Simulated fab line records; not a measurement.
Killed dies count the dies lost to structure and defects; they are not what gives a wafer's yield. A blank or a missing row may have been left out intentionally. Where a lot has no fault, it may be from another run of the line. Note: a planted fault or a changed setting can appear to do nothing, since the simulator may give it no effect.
3 desks looking at one fault + flow n5_finfet + each desk holds nothing but its own numbers, with what lay behind them at the end

THE DEFECT DESK
Inspection counts along the route, by lot: the mean over sampled wafers that carry a number. Marked OUT: a lot whose mean sits more than 4 standard deviations from the usual mean, which makes it out of limits; the brackets give that distance.
Columns: A = raw_defect_count at N5_BEOL_M2_INSPECT_30, usual 416
| lot  | first seen here | A   |
|------|-----------------|-----|
| L147 | day 7 13:23     | 398 |
| L148 | day 7 16:43     | 426 |
| L156 | day 9 05:32     | 467 |
| L158 | day 10 06:02    | 434 |
| L162 | day 11 10:55    | 345 |
| L168 | day 12 12:31    | 648 |
This desk's verdict: no lot among the 6 shows anything out of limits.

FROM THE METROLOGY DESK
What the gauges read, lot by lot, whatever tool the lot ran on: means of the sampled wafers that have a number. Marked OUT: a lot whose mean sits more than 4 standard deviations from the usual mean, which makes it out of limits; the brackets give that distance. Shown here are 7 of its 12 readings, the ones lying furthest out on some lot.
Columns: A = DIBL_N at N5_BEOL_M4_RC_MEAS_101, usual 36.3 mV/V; B = DIBL_P at N5_BEOL_M4_RC_MEAS_101, usual 36.4 mV/V; C = ION_P at N5_BEOL_M4_RC_MEAS_101, usual 463 uA/um; D = SS_N at N5_BEOL_M4_RC_MEAS_101, usual 71.6 mV/dec; E = SS_P at N5_BEOL_M4_RC_MEAS_101, usual 73.3 mV/dec; F = VT_N at N5_BEOL_M4_RC_MEAS_101, usual 250 mV; G = VT_P at N5_BEOL_M4_RC_MEAS_101, usual -250 mV
| lot  | first seen here | A    | B    | C   | D    | E    | F   | G    |
|------|-----------------|------|------|-----|------|------|-----|------|
| L147 | day 7 13:17     | 36.6 | 36.9 | 461 | 71.9 | 73.2 | 248 | -249 |
| L148 | day 7 16:37     | 35.9 | 36.3 | 464 | 71.7 | 73.3 | 249 | -250 |
| L156 | day 9 05:27     | 35.8 | 36.0 | 455 | 70.9 | 73.1 | 251 | -254 |
| L158 | day 10 05:56    | 34.2 | 33.5 | 464 | 70.8 | 72.5 | 252 | -248 |
| L162 | day 11 10:49    | 33.8 | 34.5 | 460 | 71.4 | 73.5 | 252 | -252 |
| L168 | day 12 12:26    | 37.5 | 36.4 | 454 | 71.9 | 73.0 | 254 | -253 |
This desk's verdict: no lot among the 6 shows anything out of limits.

DESK OF THE TOOL OWNER: ald_sin-01
The tool's own readings at N5_BEOL_M2_ALD_98 (deposits SiO2, target thk 2.5 nm, pulse time 1 s, co reactant pulse time 1 s): means of the sampled wafers that have a number, for each lot that ran on this tool. Marked OUT: a lot whose mean sits more than 4 standard deviations from the usual mean, which makes it out of limits; the brackets give that distance.
Columns: A = heater_power_w at N5_BEOL_M2_ALD_98, usual 80 W; B = precursor_pulse_height_rel at N5_BEOL_M2_ALD_98, usual 0.999
| lot  | first seen here | A  | B     |
|------|-----------------|----|-------|
| L147 | day 7 14:04     | 83 | 0.996 |
| L156 | day 9 05:42     | 80 | 1.011 |
| L158 | day 10 06:16    | 81 | 0.988 |
This desk's verdict: no lot among the 3 shows anything out of limits.

PUT TOGETHER
Nothing out of limits was seen by the defect desk.
Metrology desk: nothing out of limits seen.
The tool owner's desk saw nothing out of limits.

WHAT THE SIMULATOR PUT IN
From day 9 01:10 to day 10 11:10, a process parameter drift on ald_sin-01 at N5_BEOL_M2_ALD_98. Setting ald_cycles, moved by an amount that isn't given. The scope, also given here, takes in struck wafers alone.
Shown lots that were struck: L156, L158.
